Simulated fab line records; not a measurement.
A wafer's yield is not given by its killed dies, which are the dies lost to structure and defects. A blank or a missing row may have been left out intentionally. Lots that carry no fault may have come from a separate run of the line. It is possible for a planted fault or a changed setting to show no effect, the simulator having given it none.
Matching of chambers    flow n5 finfet    N5_HKMG_FIN_ALD_74 on ald hk-03 has 4 sister chambers
The step deposits La2O3, target thk 0.5 nm, pulse time 6 s, co reactant pulse time 1 s. 8 wafers are shown with their chamber, then 7 later ones without.

## EACH WAFER AND ITS CHAMBER
wafer   chamber  heater power w (W)  precursor pulse height rel
L704.5  1        381                 1.000
L706.3  0        337                 1.016
L706.6  0        337                 0.988
L708.1  2        373                 0.990
L716.4  2        384                 0.990
L716.5  3        313                 0.963
L719.1  3        315                 0.968
L719.2  1        379                 1.018

## WAFERS MISSING THEIR CHAMBER
wafer   heater power w (W)  precursor pulse height rel
L719.3  372                 0.987
L720.3  344                 1.023
L720.4  323                 0.983
L720.6  312                 0.994
L721.4  317                 0.969
L721.5  312                 0.997
L721.6  354                 1.029

## THE CHAMBER EACH PASSED THROUGH
wafer   from the rows above      in truth
L719.3  can't be placed: 2 or 1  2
L720.3  0                        0
L720.4  can't be placed: 3 or 0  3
L720.6  3                        3
L721.4  3                        3
L721.5  3                        3
L721.6  can't be placed: 0 or 1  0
Placed correctly: 4 of 7. These rows do not allow placing 3 (true chamber among the candidates in 3). 0 placed wrongly.
How it was worked out, from the rows above alone: a wafer's distance from a chamber is the root of the sum, over the readings, of the square of ((its reading less the chamber's mean) divided by the reading's scatter). If the next closest chamber is less than 2 further off than the closest, the wafer can't be placed; otherwise it belongs to the closest. The mean given for a chamber averages the wafers shown for that chamber. The scatter is the square root of a quotient: the sum, over the shown wafers, of each reading's squared deviation from its chamber's mean, divided by wafers minus chambers.
